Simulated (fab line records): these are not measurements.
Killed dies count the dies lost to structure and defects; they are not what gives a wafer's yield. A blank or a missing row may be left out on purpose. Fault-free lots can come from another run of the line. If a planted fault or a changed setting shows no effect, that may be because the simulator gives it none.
The tool behind it: which one? | flow n5-finfet | 17 wafers from 6 lots sampled at 2 of the route's 1938 steps

## WHAT THE GAUGES SHOWED, per wafer
N5_MIM_TOP_LITHO_OVL_MEAS_11.
lot  | measured     | on         | MIM_TOP_OVL (nm)
L816 | day 12 02:39 | overlay-02 | 1 -2 1
L819 | day 13 02:32 | overlay-01 | -8 -1 -6
L829 | day 15 11:18 | overlay-01 | -7 1
L834 | day 16 12:55 | overlay-02 | -11 -10 -6
L835 | day 18 02:18 | overlay-02 | 3 -9 -4
L838 | day 18 21:55 | overlay-01 | -5 -4 -7

## WHAT TOOL EACH LOT RAN ON (gives the tool, then ch and the chambers of the sampled wafers, and finally the start)
lot  | N5_MIM_TOP_ALD_02
L816 | ald-hk-02 ch 1,2,3, day 12 02:39 or earlier
L819 | ald-hk-01 ch 0,1,3, day 13 02:32 or earlier
L829 | ald-hk-01 ch 0, day 15 11:18 or earlier
L834 | ald-hk-01 ch 0,2,3, day 16 12:55 or earlier
L835 | ald-hk-01 ch 0,3, day 18 02:18 or earlier
L838 | ald-hk-03 ch 0,1,2, day 18 21:55 or earlier
- N5_MIM_TOP_ALD_02: deposits Al2O3, purge time 3 s, co reactant pulse time 3 s.

## THE ANSWER, worked out from the rows above alone
Rule: what is usual is taken from the lots themselves. The widest of any qualifying gaps counts: lots, ordered by their means at a reading, are off when they make up no more than a third of the lots, leave a main group of 4 or more, and stand apart from it by 3 or more times the standard deviation of that group's means. A main group whose means are all the same, to the digits that the tables above print for the reading, isn't used. Also off: a lot with no number at a reading for which 4 or more lots have one. All remaining lots with rows at the step are treated as sound.
No lot is off at any reading shown: from this, nothing can be told.

## WHAT THE SIMULATOR HAD PUT IN
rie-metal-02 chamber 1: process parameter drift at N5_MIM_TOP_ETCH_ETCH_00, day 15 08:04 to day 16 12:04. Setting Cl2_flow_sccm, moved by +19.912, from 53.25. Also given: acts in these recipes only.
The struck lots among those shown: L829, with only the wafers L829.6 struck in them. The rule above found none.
